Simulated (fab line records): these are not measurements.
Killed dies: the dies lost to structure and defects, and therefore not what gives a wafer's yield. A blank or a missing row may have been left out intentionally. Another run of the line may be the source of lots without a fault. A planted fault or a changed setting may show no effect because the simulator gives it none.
fab line records    flow n5_finfet    part 1 of 2: steps 1 to 4 of 6
record: lots: 22  wafers: 66  last_day: 17
route steps=1938 shown MOL_CONTACT_COAG@628 BEOL_M0_SAQP@639
lots that met no fault: taken from a fault-free run of the same line
start_h: hours from the record's opening day to when the first of the lot's shown wafers began    wait_h: time in hours since the lot's previous step    " repeats the value in the row above    L1.1+2: several wafers, shown together as one row    - no value present, or no start provided    * or withheld: withheld    < > ~ a bound
route shown NAME@n: a module of which the file shows steps, and the number in the route of the first    usual: mean/standard deviation of fault-free wafers    same: alike in all rows    chamber/n: place in a boat    sites: the reading at each site    _std_site: standard deviation across them    _edge_site: inner sites' mean taken away from outer sites' mean    radius_mm: how far each site lies from the wafer's centre    mask NAME#n: copy n    behind: the last tool/chamber to shape the wafer    hold: what put the lot on hold/how long, in hours/how the hold closed    device: which transistor (n, p or np) failed to switch    end of line: tests run on the same wafers once the route is complete    a step given without rows: its recipe and nothing more    killed: at the first sort, the dies lost to defects and structure; wafer yield is something else    map: a wafer's dies, marking killed ones x, the rest . and places with no die _
set.NAME: setting as actually run; set.NAME@STEP: the setting as run at that earlier step    model.NAME: the simulator's own value behind a step, which no gauge read
steps of the route over a sample of lots; a table a step, a row a wafer
services: the hour from which a tool's chamber was out of use, counted from the record's first day as start_h (under 0 if before that day), plus the number of hours and why
== steps ==
step: N5_MOL_CONTACT_COAG_THK_MEAS_53
recipe: reads: SiO2_of_MOL_CONTACT_COAG_PECVD_31
usual: VIA_MOL_THK: 43.8/0.68
lot.wafer  tool           chamber  start_h  wait_h  VIA_MOL_THK[nm]
L074.1     film_metro-01  -        101.30   -       42.9
L074.2     "              -        "        "       44.3
L074.6     "              -        "        "       43.4
L075.2     film_metro-02  -        112.23   -       42.9
L075.3     "              -        "        "       43.2
L075.6     "              -        "        "       44.5
L078.1     film_metro-01  -        128.46   -       42.6
L078.2     "              -        "        "       43.8
L078.5     "              -        "        "       44.8
L079.1     film_metro-02  -        132.47   -       42.6
L079.5     "              -        "        "       43.8
L079.6     "              -        "        "       43.8
L080.1     film_metro-02  -        137.91   -       42.9
L080.2     "              -        "        "       43.2
L080.6     "              -        "        "       44.7
L081.3     film_metro-02  -        143.56   -       43.8
L081.4     "              -        "        "       44.4
L081.5     "              -        "        "       44.5
L082.1     film_metro-02  -        146.83   -       43.2
L082.3     "              -        "        "       44.1
L082.4     "              -        "        "       44.3
L083.4     film_metro-02  -        152.58   -       44.3
L083.5     "              -        "        "       44.3
L083.6     "              -        "        "       44.3
L084.2     film_metro-02  -        160.56   -       43.5
L084.4     "              -        "        "       44.7
L084.5     "              -        "        "       44.5
L085.1     film_metro-02  -        167.23   -       43.9
L085.3     "              -        "        "       43.5
L085.6     "              -        "        "       43.7
L086.2     film_metro-02  -        173.81   -       44.3
L086.4     "              -        "        "       45.1
L086.6     "              -        "        "       45.0
L087.1     film_metro-02  -        181.98   -       42.2
L087.3     "              -        "        "       44.3
L087.6     "              -        "        "       43.7
L088.1     film_metro-02  -        192.08   -       42.7
L088.5     "              -        "        "       44.2
L088.6     "              -        "        "       44.0
L089.3     film_metro-02  -        194.45   -       43.5
L089.4     "              -        "        "       43.1
L089.5     "              -        "        "       43.5
L090.2     film_metro-02  -        198.82   -       42.8
L090.5     "              -        "        "       44.6
L090.6     "              -        "        "       43.9
L091.1     film_metro-02  -        206.55   -       44.1
L091.2     "              -        "        "       43.9
L091.4     "              -        "        "       44.5
L092.2     film_metro-02  -        211.81   -       43.2
L092.3     "              -        "        "       44.0
L092.4     "              -        "        "       43.9
L093.3     film_metro-02  -        212.97   -       44.3
L093.4     "              -        "        "       45.2
L093.5     "              -        "        "       44.3
L094.2     film_metro-01  -        220.25   -       43.8
L094.3     "              -        "        "       43.7
L094.5     "              -        "        "       44.6
L095.4     film_metro-01  -        229.20   -       45.0
L095.5     "              -        "        "       44.8
L095.6     "              -        "        "       44.5
L096.2     film_metro-01  -        232.60   -       43.8
L096.3     "              -        "        "       42.7
L096.6     "              -        "        "       44.1
L097.1     film_metro-02  -        241.09   -       43.1
L097.3     "              -        "        "       42.4
L097.4     "              -        "        "       44.1
step: N5_BEOL_M0_SAQP_THK_MEAS_05
usual: thk_nm: 60.3/0.78
lot.wafer  tool           chamber  start_h  wait_h  thk_nm
L074.1     film_metro-02  -        107.44   0.1     59.5
L074.2     "              -        "        "       59.8
L074.6     "              -        "        "       60.9
L075.2     film_metro-02  -        116.71   0.1     60.0
L075.3     "              -        "        "       60.6
L075.6     "              -        "        "       60.9
L078.1     film_metro-02  -        132.71   0.1     59.0
L078.2     "              -        "        "       60.4
L078.5     "              -        "        "       59.9
L079.1     film_metro-02  -        136.69   0.1     60.5
L079.5     "              -        "        "       61.3
L079.6     "              -        "        "       60.7
L080.1     film_metro-02  -        143.62   0.1     61.4
L080.2     "              -        "        "       60.1
L080.6     "              -        "        "       61.2
L081.3     film_metro-02  -        149.51   0.1     60.5
L081.4     "              -        "        "       60.8
L081.5     "              -        "        "       60.5
L082.1     film_metro-02  -        152.54   0.1     58.9
L082.3     "              -        "        "       59.5
L082.4     "              -        "        "       60.9
L083.4     film_metro-02  -        156.73   0.0     60.3
L083.5     "              -        "        "       61.0
L083.6     "              -        "        "       61.1
L084.2     film_metro-02  -        164.79   0.1     60.2
L084.4     "              -        "        "       60.7
L084.5     "              -        "        "       61.1
L085.1     film_metro-02  -        173.87   0.1     59.3
L085.3     "              -        "        "       58.5
L085.6     "              -        "        "       59.7
L086.2     film_metro-02  -        181.51   0.1     59.7
L086.4     "              -        "        "       60.8
L086.6     "              -        "        "       59.6
L087.1     film_metro-02  -        186.40   0.1     60.0
L087.3     "              -        "        "       60.2
L087.6     "              -        "        "       60.5
L088.1     film_metro-02  -        196.16   0.1     60.0
L088.5     "              -        "        "       61.3
L088.6     "              -        "        "       61.2
L089.3     film_metro-02  -        199.28   0.1     60.5
L089.4     "              -        "        "       60.4
L089.5     "              -        "        "       61.9
L090.2     film_metro-02  -        204.21   0.1     58.4
L090.5     "              -        "        "       59.4
L090.6     "              -        "        "       60.1
L091.1     film_metro-02  -        212.29   0.1     59.9
L091.2     "              -        "        "       59.4
L091.4     "              -        "        "       60.7
L092.2     film_metro-02  -        217.04   0.1     59.7
L092.3     "              -        "        "       60.6
L092.4     "              -        "        "       61.5
L093.3     film_metro-02  -        219.24   0.1     60.8
L093.4     "              -        "        "       60.4
L093.5     "              -        "        "       61.1
L094.2     film_metro-02  -        225.55   0.1     60.6
L094.3     "              -        "        "       60.0
L094.5     "              -        "        "       61.3
L095.4     film_metro-01  -        234.82   0.0     60.8
L095.5     "              -        "        "       61.6
L095.6     "              -        "        "       61.3
L096.2     film_metro-01  -        238.33   0.1     59.7
L096.3     "              -        "        "       59.6
L096.6     "              -        "        "       61.5
L097.1     film_metro-02  -        245.68   0.1     59.5
L097.3     "              -        "        "       59.3
L097.4     "              -        "        "       60.7
step: N5_BEOL_M0_SAQP_HM_OPEN_112
recipe: chemistry: CHF3/O2  target: SiO2  stop_on: a-Si  target_depth_a: 120  over_etch_frac: 1.25  mask_material: SOC  time_s: 13.5  pressure_mtorr: 30  source_w: 650  bias_w: 170  Ar_flow_sccm: 200  CHF3_flow_sccm: 50  O2_flow_sccm: 5  ion_energy_ev: 200  ends: end_point
usual: chamber_pressure_mTorr: 29.998/0.027  drypump_motor_current_A: 5.9/0.55  oes_f_703_au: 0.81/0.077  oes_product_au: 0.53/0.05  rf_vpp_V: 525/13  showerhead_plenum_p_Torr: 2.43/0.063  throttle_valve_pct: 18.82/0.3
same: over_etch_frac: 1.25
lot.wafer  tool         chamber  start_h  wait_h  chamber_pressure_mTorr  drypump_motor_current_A  oes_f_703_au  oes_product_au  rf_hours_counter_h  rf_vpp_V  showerhead_plenum_p_Torr  throttle_valve_pct
L074.1     rie_diel-01  1        108.09   0.0     30.021                  5.5                      0.89          0.57            48                  528       2.44                      18.31
L074.2     "            3        "        "       29.982                  5.2                      0.89          0.55            43                  522       2.45                      18.95
L074.6     "            1        "        "       30.001                  5.5                      0.90          0.58            -                   528       2.44                      18.30
L075.2     rie_diel-04  2        117.35   0.0     29.991                  6.5                      0.76          0.50            116                 515       2.35                      19.28
L075.3     "            3        "        "       29.957                  5.4                      0.71          0.46            223                 530       2.47                      18.73
L075.6     "            1        "        "       29.996                  5.6                      0.82          0.52            -                   500       2.44                      18.78
L078.1     rie_diel-01  0        133.48   0.0     30.005                  6.7                      0.85          0.57            43                  537       2.54                      18.69
L078.2     "            1        "        "       29.967                  5.5                      0.89          0.57            58                  526       2.44                      18.32
L078.5     "            1        "        "       29.991                  5.5                      0.88          0.56            -                   526       2.44                      18.34
L079.1     rie_diel-01  0        137.46   0.0     30.003                  6.7                      0.84          0.57            45                  537       2.54                      18.70
L079.5     "            0        "        "       30.003                  6.7                      0.84          0.57            -                   536       2.54                      18.71
L079.6     "            2        "        "       29.997                  5.4                      0.96          0.64            -                   535       2.38                      18.80
L080.1     rie_diel-05  2        144.43   0.0     30.020                  5.2                      0.74          0.49            162                 519       2.41                      18.68
L080.2     "            0        "        "       29.973                  5.7                      0.78          0.51            92                  544       2.53                      18.51
L080.6     "            0        "        "       29.996                  5.7                      0.78          0.52            -                   544       2.53                      18.52
L081.3     rie_diel-01  2        150.29   0.0     30.050                  5.3                      0.93          0.62            6                   535       2.38                      18.84
L081.4     "            2        "        "       30.010                  5.3                      0.93          0.64            -                   537       2.38                      18.82
L081.5     "            1        "        "       30.046                  5.5                      0.87          0.57            -                   525       2.44                      18.34
L082.1     rie_diel-01  1        153.35   0.0     30.004                  5.5                      0.87          0.56            66                  527       2.44                      18.34
L082.3     "            2        "        "       30.007                  5.4                      0.92          0.61            8                   536       2.38                      18.84
L082.4     "            0        "        "       30.031                  6.7                      0.83          0.56            -                   535       2.54                      18.71
L083.4     rie_diel-01  3        157.49   0.0     30.008                  5.2                      0.88          0.56            44                  522       2.45                      18.95
L083.5     "            2        "        "       30.032                  5.3                      0.92          0.61            -                   534       2.38                      18.85
L083.6     "            3        "        "       30.029                  5.2                      0.88          0.56            -                   521       2.45                      18.96
L084.2     rie_diel-05  1        165.43   0.0     30.017                  5.8                      0.74          0.49            147                 517       2.31                      19.05
L084.4     "            0        "        "       29.980                  5.7                      0.77          0.52            98                  544       2.53                      18.53
L084.5     "            3        "        "       29.963                  6.3                      0.83          0.53            -                   505       2.44                      19.25
L085.1     rie_diel-01  3        174.51   0.0     30.026                  5.2                      0.87          0.56            48                  521       2.45                      18.95
L085.3     "            0        "        "       29.964                  6.7                      0.83          0.56            56                  537       2.54                      18.72
L085.6     "            3        "        "       29.985                  5.2                      0.88          0.55            -                   524       2.45                      18.96
L086.2     rie_diel-05  2        182.31   0.0     30.040                  5.2                      0.73          0.48            172                 519       2.41                      18.70
L086.4     "            1        "        "       29.973                  5.8                      0.74          0.50            152                 518       2.31                      19.07
L086.6     "            3        "        "       30.023                  6.3                      0.82          0.53            -                   506       2.44                      19.27
L087.1     rie_diel-04  3        187.83   0.0     30.001                  5.4                      0.69          0.45            245                 532       2.46                      18.74
L087.3     "            2        "        "       29.973                  6.5                      0.74          0.49            138                 515       2.35                      19.34
L087.6     "            2        "        "       30.017                  6.5                      0.74          0.48            -                   514       2.35                      19.32
L088.1     rie_diel-04  3        196.92   0.0     29.954                  5.4                      0.69          0.45            248                 530       2.46                      18.76
L088.5     "            3        "        "       29.987                  5.4                      0.70          0.45            -                   532       2.46                      18.75
L088.6     "            0        "        "       29.955                  6.5                      0.68          0.46            -                   541       2.47                      19.01
L089.3     rie_diel-05  2        199.91   0.0     29.971                  5.2                      0.72          0.48            177                 521       2.41                      18.72
L089.4     "            3        "        "       29.999                  6.3                      0.82          0.52            104                 506       2.44                      19.28
L089.5     "            2        "        "       30.067                  5.2                      0.72          0.48            -                   519       2.41                      18.70
L090.2     rie_diel-04  2        204.85   0.0     29.980                  6.5                      0.74          0.49            143                 515       2.34                      19.33
L090.5     "            2        "        "       29.989                  6.5                      0.74          0.48            -                   513       2.34                      19.33
L090.6     "            0        "        "       30.057                  6.5                      0.69          0.45            -                   539       2.47                      18.98
L091.1     rie_diel-01  3        213.06   0.0     30.047                  5.2                      0.87          0.54            57                  523       2.45                      18.98
L091.2     "            1        "        "       29.958                  5.5                      0.86          0.54            79                  527       2.43                      18.34
L091.4     "            0        "        "       29.999                  6.7                      0.81          0.55            65                  537       2.53                      18.73
L092.2     rie_diel-04  0        218.12   0.0     29.978                  6.5                      0.68          0.45            243                 541       2.47                      19.04
L092.3     "            2        "        "       30.028                  6.5                      0.73          0.48            149                 513       2.34                      19.34
L092.4     "            2        "        "       30.000                  6.5                      0.74          0.48            -                   515       2.34                      19.34
L093.3     rie_diel-01  3        219.90   0.0     30.016                  5.2                      0.87          0.55            59                  523       2.44                      18.99
L093.4     "            1        "        "       30.019                  5.5                      0.85          0.55            81                  526       2.43                      18.34
L093.5     "            3        "        "       30.029                  5.2                      0.86          0.54            -                   522       2.44                      18.97
L094.2     rie_diel-04  2        226.36   0.0     29.933                  6.5                      0.73          0.48            152                 513       2.34                      19.33
L094.3     "            0        "        "       30.001                  6.5                      0.69          0.45            247                 541       2.47                      19.02
L094.5     "            2        "        "       29.978                  6.5                      0.74          0.48            -                   512       2.34                      19.32
L095.4     rie_diel-01  2        235.62   0.0     30.026                  5.3                      0.88          0.58            29                  535       2.37                      18.85
L095.5     "            2        "        "       29.987                  5.3                      0.88          0.59            -                   536       2.37                      18.87
L095.6     "            1        "        "       29.998                  5.5                      0.85          0.55            -                   527       2.43                      18.37
L096.2     rie_diel-05  2        239.45   0.0     29.963                  5.2                      0.72          0.48            188                 519       2.40                      18.74
L096.3     "            3        "        "       29.963                  6.3                      0.81          0.52            114                 504       2.44                      19.28
L096.6     "            1        "        "       30.034                  5.8                      0.72          0.48            -                   516       2.31                      19.09
L097.1     rie_diel-04  1        246.36   0.0     30.008                  5.6                      0.78          0.49            136                 500       2.42                      18.86
L097.3     "            3        "        "       30.000                  5.4                      0.96          0.62            5                   530       2.46                      18.31
L097.4     "            1        "        "       30.010                  5.6                      0.77          0.50            -                   500       2.42                      18.86
step: N5_BEOL_M0_SAQP_ETCH_106
recipe: chemistry: N2/H2  target: SOC  target_depth_a: 1500  stop_on: SiNx  ion_energy_ev: 100  bias_w: 61  pressure_mtorr: 30  source_w: 850  n2_flow_sccm: 200  h2_flow_sccm: 200
usual: chamber_pressure_mTorr: 30.001/0.025  drypump_motor_current_A: 5.8/0.53  oes_product_au: 0.80/0.074  rf_vpp_V: 240.9/1.3  showerhead_plenum_p_Torr: 2.57/0.084  throttle_valve_pct: 17.84/0.25
lot.wafer  tool         chamber  start_h  wait_h  chamber_pressure_mTorr  drypump_motor_current_A  oes_product_au  rf_hours_counter_h  rf_vpp_V  showerhead_plenum_p_Torr  throttle_valve_pct
L074.1     rie_diel-01  0        110.23   -       29.979                  6.8                      0.87            35                  241.9     2.72                      17.76
L074.2     "            1        "        "       30.000                  5.5                      0.88            50                  242.0     2.60                      17.40
L074.6     "            0        "        "       30.023                  6.7                      0.87            -                   242.2     2.72                      17.75
L075.2     rie_diel-04  1        119.47   -       29.990                  5.6                      0.79            95                  239.7     2.58                      17.96
L075.3     "            2        "        "       29.994                  6.5                      0.76            117                 239.5     2.45                      18.11
L075.6     "            1        "        "       29.984                  5.6                      0.79            -                   240.2     2.58                      17.96
L078.1     rie_diel-01  1        136.01   -       29.999                  5.5                      0.87            59                  241.1     2.59                      17.42
L078.2     "            0        "        "       29.974                  6.8                      0.86            44                  243.2     2.72                      17.76
L078.5     "            0        "        "       29.983                  6.7                      0.86            -                   242.0     2.72                      17.77
L079.1     rie_diel-04  1        140.08   -       30.018                  5.6                      0.78            102                 241.6     2.58                      17.95
L079.5     "            3        "        "       29.976                  5.4                      0.68            -                   242.4     2.62                      17.82
L079.6     "            0        "        "       30.015                  6.5                      0.70            -                   240.8     2.64                      18.08
L080.1     rie_diel-01  0        146.52   -       30.032                  6.7                      0.85            48                  242.4     2.71                      17.77
L080.2     "            2        "        "       29.998                  5.3                      0.95            5                   241.1     2.49                      17.67
L080.6     "            2        "        "       29.998                  5.4                      0.95            -                   239.2     2.49                      17.67
L081.3     rie_diel-05  2        152.62   -       30.015                  5.2                      0.73            164                 240.3     2.54                      17.74
L081.4     "            1        "        "       30.001                  5.8                      0.74            143                 238.4     2.44                      18.09
L081.5     "            0        "        "       30.009                  5.7                      0.80            -                   242.0     2.68                      17.56
L082.1     rie_diel-01  3        155.45   -       30.047                  5.2                      0.84            44                  241.2     2.58                      17.93
L082.3     "            1        "        "       30.046                  5.5                      0.86            66                  240.7     2.59                      17.42
L082.4     "            0        "        "       30.033                  6.7                      0.84            52                  243.2     2.71                      17.79
L083.4     rie_diel-01  0        159.75   -       30.014                  6.8                      0.85            53                  242.0     2.71                      17.79
L083.5     "            0        "        "       29.958                  6.7                      0.85            -                   243.0     2.71                      17.80
L083.6     "            3        "        "       30.020                  5.2                      0.84            -                   241.9     2.58                      17.93
L084.2     rie_diel-05  3        167.57   -       29.970                  6.3                      0.81            94                  240.4     2.55                      18.15
L084.4     "            2        "        "       30.012                  5.2                      0.73            168                 239.6     2.54                      17.77
L084.5     "            3        "        "       30.017                  6.3                      0.81            -                   239.5     2.55                      18.14
L085.1     rie_diel-05  3        177.08   -       29.991                  6.3                      0.80            97                  241.3     2.55                      18.14
L085.3     "            1        "        "       30.042                  5.8                      0.73            151                 238.1     2.44                      18.10
L085.6     "            1        "        "       29.987                  5.8                      0.73            -                   239.3     2.44                      18.09
L086.2     rie_diel-01  3        184.41   -       29.989                  5.2                      0.84            50                  240.7     2.58                      17.94
L086.4     "            1        "        "       29.957                  5.5                      0.85            72                  239.5     2.59                      17.44
L086.6     "            1        "        "       29.992                  5.5                      0.85            -                   240.7     2.59                      17.43
L087.1     rie_diel-04  1        191.80   -       30.057                  5.6                      0.77            117                 241.7     2.57                      18.00
L087.3     "            3        "        "       30.005                  5.3                      0.68            247                 241.2     2.61                      17.83
L087.6     "            0        "        "       30.027                  6.5                      0.69            -                   241.6     2.63                      18.10
L088.1     rie_diel-05  2        199.27   -       29.962                  5.2                      0.73            177                 241.4     2.54                      17.77
L088.5     "            1        "        "       30.029                  5.8                      0.73            -                   240.1     2.43                      18.10
L088.6     "            0        "        "       29.982                  5.7                      0.77            -                   242.8     2.67                      17.57
L089.3     rie_diel-04  2        202.40   -       30.034                  6.5                      0.74            142                 239.2     2.44                      18.15
L089.4     "            0        "        "       30.026                  6.5                      0.68            -                   241.5     2.63                      18.12
L089.5     "            1        "        "       30.022                  5.6                      0.76            -                   241.6     2.57                      18.00
L090.2     rie_diel-05  1        207.07   -       30.078                  5.7                      0.73            160                 240.7     2.43                      18.10
L090.5     "            2        "        "       30.057                  5.2                      0.72            -                   240.3     2.54                      17.76
L090.6     "            1        "        "       29.983                  5.8                      0.73            -                   240.2     2.43                      18.11
L091.1     rie_diel-05  1        215.13   -       30.001                  5.7                      0.72            162                 239.2     2.43                      18.12
L091.2     "            0        "        "       29.975                  5.7                      0.77            112                 241.6     2.67                      17.57
L091.4     "            2        "        "       30.047                  5.2                      0.72            181                 239.9     2.54                      17.77
L092.2     rie_diel-01  1        220.39   -       30.027                  5.5                      0.83            81                  241.2     2.58                      17.47
L092.3     "            3        "        "       29.954                  5.2                      0.82            60                  241.0     2.57                      17.96
L092.4     "            0        "        "       30.015                  6.7                      0.83            67                  241.3     2.71                      17.80
L093.3     rie_diel-05  3        222.48   -       30.049                  6.3                      0.79            110                 242.1     2.54                      18.16
L093.4     "            1        "        "       30.001                  5.8                      0.72            165                 237.4     2.43                      18.11
L093.5     "            0        "        "       29.998                  5.7                      0.77            -                   241.9     2.67                      17.59
L094.2     rie_diel-01  2        229.33   -       30.013                  5.4                      0.90            27                  238.8     2.48                      17.70
L094.3     "            0        "        "       30.032                  6.8                      0.83            69                  240.8     2.70                      17.83
L094.5     "            2        "        "       29.983                  5.4                      0.89            -                   240.5     2.48                      17.70
L095.4     rie_diel-04  2        238.21   -       29.969                  6.5                      0.72            154                 237.7     2.44                      18.16
L095.5     "            0        "        "       29.968                  6.5                      0.68            -                   242.1     2.62                      18.14
L095.6     "            1        "        "       29.958                  5.6                      0.75            -                   239.0     2.56                      18.01
L096.2     rie_diel-04  2        241.95   -       30.068                  6.5                      0.72            156                 239.6     2.44                      18.17
L096.3     "            3        "        "       29.975                  5.4                      0.96            3                   241.6     2.61                      17.34
L096.6     "            1        "        "       30.018                  5.6                      0.74            -                   241.0     2.56                      18.02
L097.1     rie_diel-01  2        248.45   -       29.982                  5.4                      0.87            33                  240.5     2.48                      17.71
L097.3     "            1        "        "       29.992                  5.5                      0.82            89                  241.0     2.58                      17.49
L097.4     "            0        "        "       29.955                  6.8                      0.82            74                  243.4     2.70                      17.82
